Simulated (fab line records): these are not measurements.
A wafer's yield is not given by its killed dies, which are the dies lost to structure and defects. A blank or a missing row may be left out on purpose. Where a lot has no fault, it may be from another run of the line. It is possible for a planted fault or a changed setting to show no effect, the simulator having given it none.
Split-lot study ; flow n5Finfet ; 21 wafers read across 7 lots, on a route 1938 steps long

THE SPLIT ITSELF
At N5_BEOL_M5_ETCH_41 (etches SiCN in CH3F/O2, target depth 31.5 nm, time 56.7 s), the setting sourceW was moved away from the recipe's 395 W on 8 of the 21 wafers read, by -17.2% to -4.9%. This setting was run at the recipe's value on the other wafers.

The split's own step is where the reading is taken.

THE READING
rfVppV, in V, at N5_BEOL_M5_ETCH_41 (etches SiCN in CH3F/O2, target depth 31.5 nm, time 56.7 s). A value of 297.0 V with a standard deviation of 1.5 V is what fault-free wafers of this fab line usually give.

wafer;tool, chamber at the split;sourceW as run, W;against the recipe;rfVppV, V;against lot-mates on the recipe
L077.2;rieDiel-06, 3;395;recipe;295.2;-
L077.5;rieDiel-06, 0;395;recipe;296.3;-
L077.6;rieDiel-06, 1;395;recipe;296.0;-
L080.2;rieDiel-05, 1;332.3;-15.9%;315.7;+16.2
L080.3;rieDiel-05, 2;332.3;-15.9%;312.8;+13.3
L080.5;rieDiel-05, 1;395;recipe;299.5;-
L083.1;rieDiel-05, 1;395;recipe;298.2;-
L083.2;rieDiel-05, 2;395;recipe;296.2;-
L083.6;rieDiel-05, 0;375.5;-4.9%;304.1;+6.9
L087.2;rieDiel-05, 0;395;recipe;298.1;-
L087.3;rieDiel-05, 3;372.8;-5.6%;303.1;+5.0
L087.6;rieDiel-05, 0;372.8;-5.6%;302.1;+4.0
L088.3;rieDiel-03, 1;395;recipe;298.4;-
L088.4;rieDiel-03, 0;395;recipe;297.3;-
L088.5;rieDiel-03, 2;373.8;-5.4%;300.9;+3.0
L093.2;rieDiel-05, 0;395;recipe;298.6;-
L093.4;rieDiel-05, 2;326.9;-17.2%;314.6;+16.0
L093.6;rieDiel-05, 2;326.9;-17.2%;315.9;+17.3
L095.2;rieDiel-06, 1;395;recipe;295.1;-
L095.4;rieDiel-06, 3;395;recipe;295.3;-
L095.5;rieDiel-06, 2;395;recipe;299.7;-

THE FIT
A straight line over all 21 wafers: rfVppV changes by -1.05 V for each +1% of sourceW; r = -0.98; the points scatter about the line by 1.5 V.
The same after taking each lot's own level away (the mean of its wafers on the recipe; 21 wafers): -0.946 V for each +1%; r = -0.98; scatter 1.3 V.
Per that fit: largest sourceW move, reading shift of 16 V.
The lots' own levels span 295.83 to 299.50 V, that is 2.4 times the standard deviation above.
Hence the slope depends on the lot-to-lot level, as the two fits are not the same.
Check: for one of the wafers moved furthest among these (-17.2%), held out of the fit, the line's prediction against its lot-mates is +16.3 V. It came out at +16 V against them.
Tool readings at the split's step, against how far the setting was moved: rfVppV r = -0.98.

OTHER SPLITS APPLIED TO THESE WAFERS
Note: prior to the reading, these wafers also went through further splits. Each is held against what the fit with the lots' levels taken away leaves over:
other split on the same wafers;wafers away from the commonest value;r with rfVppV (lot level and that fit taken away)
N5_BEOL_M4_PECVD_72 timeS;7;-0.14
N5_BEOL_M5_VIA_ETCH_34 biasW;6;-0.13

THE FILE'S OWN FIT
rfVppV changes by -0.942 V for each +1% of sourceW, r = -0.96.
